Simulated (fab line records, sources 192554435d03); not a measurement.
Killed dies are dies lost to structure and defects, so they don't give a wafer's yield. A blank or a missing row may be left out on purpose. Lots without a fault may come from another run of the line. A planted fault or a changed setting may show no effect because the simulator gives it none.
Split-lot experiment | flow n5_finfet | 7 lots, 21 wafers read, on a route of 1938 steps

THE SPLIT
At N5_HKMG_FIN_PEB_10 (peb time 60 s), the setting peb_time_s was moved away from the recipe's 60 s on 3 of the 21 wafers read, by +8.6% to +20.2%. The other wafers ran this setting at the recipe's value.

FROM THE SPLIT TO THE READING: what the file shows between them, 1 step
- N5_HKMG_FIN_DEVELOP_11: develop time 30 s

THE READING
cd_nm, in nm, at N5_HKMG_FIN_CD_MEAS_12 (target cd 92.8 nm). Fault-free wafers of this fab line usually give 92.8 nm, standard deviation 0.51 nm.

wafer  | tool, chamber at the split | peb_time_s as run, s | against the recipe | cd_nm, nm | against lot-mates on the recipe
L074.1 | litho_track-05, 0          | 60                   | recipe             | 92.0      | -
L074.4 | litho_track-05, 0          | 60                   | recipe             | 93.3      | -
L074.5 | litho_track-05, 0          | 60                   | recipe             | 93.3      | -
L077.1 | litho_track-05, 0          | 60                   | recipe             | 92.4      | -
L077.3 | litho_track-05, 0          | 60                   | recipe             | 94.6      | -
L077.6 | litho_track-05, 0          | 60                   | recipe             | 93.3      | -
L076.1 | litho_track-02, 0          | 60                   | recipe             | 93.2      | -
L076.2 | litho_track-02, 0          | 60                   | recipe             | 93.3      | -
L076.3 | litho_track-02, 0          | 60                   | recipe             | 93.1      | -
L078.2 | litho_track-03, 0          | 72.09                | +20.2%             | 98.5      | +6.8
L078.3 | litho_track-03, 0          | 60                   | recipe             | 90.5      | -
L078.6 | litho_track-03, 0          | 60                   | recipe             | 92.8      | -
L081.1 | litho_track-03, 0          | 60                   | recipe             | 92.3      | -
L081.3 | litho_track-03, 0          | 60                   | recipe             | 92.4      | -
L081.4 | litho_track-03, 0          | 60                   | recipe             | 91.7      | -
L085.1 | litho_track-02, 0          | 65.18                | +8.6%              | 99.3      | +4.0
L085.4 | litho_track-02, 0          | 60                   | recipe             | 97.0      | -
L085.5 | litho_track-02, 0          | 60                   | recipe             | 93.5      | -
L088.1 | litho_track-03, 0          | 71.27                | +18.8%             | 98.2      | +5.5
L088.2 | litho_track-03, 0          | 60                   | recipe             | 92.6      | -
L088.3 | litho_track-03, 0          | 60                   | recipe             | 92.9      | -

THE FIT
A straight line over all 21 wafers: cd_nm changes by +0.309 nm for each +1% of peb_time_s; r = +0.78; the points scatter about the line by 1.5 nm.
The same after taking each lot's own level away (the mean of its wafers on the recipe; 21 wafers): +0.328 nm for each +1%; r = +0.92; scatter 0.88 nm.
On that fit, the largest move of peb_time_s shifts the reading by 6.6 nm.
The lots' own levels span 91.65 to 95.25 nm, that is 7.1 times the standard deviation above.
So the lot-to-lot level blurs the effect unless lot-mates are compared.
Check: with one of the wafers moved furthest among these (+20.2%) left out of the fit, the line predicts +6.46 nm for it against its lot-mates. It came out at +6.85 nm against them.

OTHER SPLITS ON THESE WAFERS
These wafers also went through other splits before the reading. Each is held against what the fit with the lots' levels taken away leaves over:
other split on the same wafers     | wafers away from the commonest value | r with cd_nm (lot level and that fit taken away)
N5_FIN_CUT_ETCH_21 time_s          | 3                                    | -0.11
N5_DUMMY_GATE_COAT_28 spin_rpm     | 6                                    | +0.26
N5_SD_EPI_N_ETCH_45 target_depth_a | 8                                    | +0.11
N5_SDB_HM_DEP_00 time_s            | 5                                    | +0.24
N5_HKMG_FIN_COAT_29 spin_rpm       | 4                                    | -0.11
N5_HKMG_FIN_EXPOSE_09 dose_mj      | 5                                    | +0.72

THE FILE'S OWN FIT
cd_nm changes by +0.33 nm for each +1% of peb_time_s, r = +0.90.
